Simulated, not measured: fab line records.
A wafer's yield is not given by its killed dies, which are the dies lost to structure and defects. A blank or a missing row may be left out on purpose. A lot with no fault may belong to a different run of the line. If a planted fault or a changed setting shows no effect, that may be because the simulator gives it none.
Split-lot trial + flow n5_finfet + 21 wafers read across 7 lots, on a route 1938 steps long

THE SPLIT ITSELF
At N5_BEOL_M3_COAT_68 (time 60 s, resist thk 12 nm), the setting spin_rpm was moved away from the recipe's 1500 rpm on 10 of the 21 wafers read, by -9.4% to +7.0%. For the rest of the wafers, this setting stayed at what the recipe calls for.

FROM THE SPLIT TO THE READING: what the file shows between them, 5 steps
- N5_BEOL_M3_COAT_22: resist thk 30 nm (also split here: spin_rpm)
- N5_BEOL_M3_EBR_24
- N5_BEOL_M3_SOFTBAKE_23: time 60 s
- N5_BEOL_M3_DESCUM_33: chemistry O2, time 7 s
- N5_BEOL_M3_ETCH_77: etches underlayer in N2/H2, target depth 6.5 nm, time 5.2 s

THE READING
etch.depth_nm (the simulator's own value, which no gauge read), in nm, at N5_BEOL_M3_ETCH_69 (etches SiARC in CF4, target depth 15.6 nm, time 26 s). No usual value for it is given in the file. The 11 wafers here that ran the recipe average 11.99 nm, standard deviation 0.018 nm.

| wafer  | tool, chamber at the split | spin_rpm as run, rpm | against the recipe | etch.depth_nm, nm | against lot-mates on the recipe |
|--------|----------------------------|----------------------|--------------------|-------------------|---------------------------------|
| L077.2 | litho_track-04, 0          | 1500                 | recipe             | 11.99             | -                               |
| L077.6 | litho_track-04, 0          | 1500                 | recipe             | 11.99             | -                               |
| L077.5 | litho_track-04, 0          | 1556                 | +3.7%              | 11.81             | -0.18                           |
| L080.2 | litho_track-01, 0          | 1561                 | +4.1%              | 11.75             | -0.27                           |
| L080.3 | litho_track-01, 0          | 1500                 | recipe             | 12.01             | -                               |
| L080.5 | litho_track-01, 0          | 1500                 | recipe             | 12.02             | -                               |
| L083.1 | litho_track-02, 0          | 1368                 | -8.8%              | 12.55             | no lot-mate on the recipe       |
| L083.2 | litho_track-02, 0          | 1368                 | -8.8%              | 12.57             | no lot-mate on the recipe       |
| L083.6 | litho_track-02, 0          | 1368                 | -8.8%              | 12.56             | no lot-mate on the recipe       |
| L087.2 | litho_track-04, 0          | 1359                 | -9.4%              | 12.57             | no lot-mate on the recipe       |
| L087.3 | litho_track-04, 0          | 1359                 | -9.4%              | 12.6              | no lot-mate on the recipe       |
| L087.6 | litho_track-04, 0          | 1359                 | -9.4%              | 12.58             | no lot-mate on the recipe       |
| L088.3 | litho_track-04, 0          | 1577                 | +5.1%              | 11.69             | -0.29                           |
| L088.4 | litho_track-04, 0          | 1500                 | recipe             | 11.98             | -                               |
| L088.5 | litho_track-04, 0          | 1500                 | recipe             | 11.99             | -                               |
| L093.2 | litho_track-04, 0          | 1500                 | recipe             | 11.99             | -                               |
| L093.4 | litho_track-04, 0          | 1500                 | recipe             | 11.96             | -                               |
| L093.6 | litho_track-04, 0          | 1605                 | +7.0%              | 11.54             | -0.44                           |
| L095.2 | litho_track-02, 0          | 1500                 | recipe             | 11.96             | -                               |
| L095.4 | litho_track-02, 0          | 1500                 | recipe             | 11.97             | -                               |
| L095.5 | litho_track-02, 0          | 1500                 | recipe             | 11.99             | -                               |

THE FIT
A straight line over all 21 wafers: etch.depth_nm changes by -0.0629 nm for each +1% of spin_rpm; r = -1.00; the points scatter about the line by 0.021 nm.
The same after taking each lot's own level away (the mean of its wafers on the recipe; 15 wafers): -0.0598 nm for each +1%; r = -0.99; scatter 0.017 nm.
Per that fit: largest spin_rpm move, reading shift of 0.56 nm.
Across the lots, their own levels run from 11.973 to 12.015 nm, a range of 2.4 times the standard deviation given above.
Consequently the slope shifts little with the lot-to-lot level, the two slopes agreeing.
Check: -0.402 nm against its lot-mates is what the line predicts for one of the wafers moved furthest among these (+7.0%) when that wafer is left out of the fit. It came out at -0.435 nm against them.

THE OTHER SPLITS THESE WAFERS WENT THROUGH
Other splits were also applied to these wafers ahead of the reading. Each is held against what the fit with the lots' levels taken away leaves over:
| other split on the same wafers            | wafers away from the commonest value | r with etch.depth_nm (lot level and that fit taken away) |
|-------------------------------------------|--------------------------------------|----------------------------------------------------------|
| N5_MOL_CONTACT_COAG_COAT_64 spin_rpm      | 9                                    | +0.09                                                    |
| N5_BEOL_M0_SAQP_PEB_12 peb_time_s         | 9                                    | -0.56                                                    |
| N5_BEOL_M0_SAQP_DEVELOP_13 develop_time_s | 6                                    | +0.19                                                    |
| N5_BEOL_M0_CUTY_COAT_50 spin_rpm          | 10                                   | -0.53                                                    |
| N5_BEOL_M0_ETCH_128 source_w              | 8                                    | -0.07                                                    |
| N5_BEOL_M0_TRENCH_ETCH_107 target_depth_a | 7                                    | +0.37                                                    |
| N5_BEOL_M1_COAT_22 spin_rpm               | 2                                    | +0.06                                                    |
| N5_BEOL_M1_ALD_98 ald_cycles              | 7                                    | +0.04                                                    |
| N5_BEOL_M3_COAT_22 spin_rpm               | 6                                    | -0.41                                                    |

THE WHOLE CHAIN: every reading that the file lists as answering this split, in the file's order
| step               | what it does                                         | reading                                                                          | change (the file's fit)                | r (the file's) |
|--------------------|------------------------------------------------------|----------------------------------------------------------------------------------|----------------------------------------|----------------|
| N5_BEOL_M3_COAT_68 | time 60 s, resist thk 12 nm                          | SiARC_of_BEOL_M3_COAT_68.thk_nm (the simulator's own value, which no gauge read) | -0.0606 nm for each +1% of the setting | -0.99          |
| N5_BEOL_M3_ETCH_69 | etches SiARC in CF4, target depth 15.6 nm, time 26 s | etch.depth_nm (the simulator's own value, which no gauge read)                   | -0.0595 nm for each +1% of the setting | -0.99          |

THE FILE'S OWN FIT
etch.depth_nm changes by -0.0595 nm for each +1% of spin_rpm, r = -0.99.
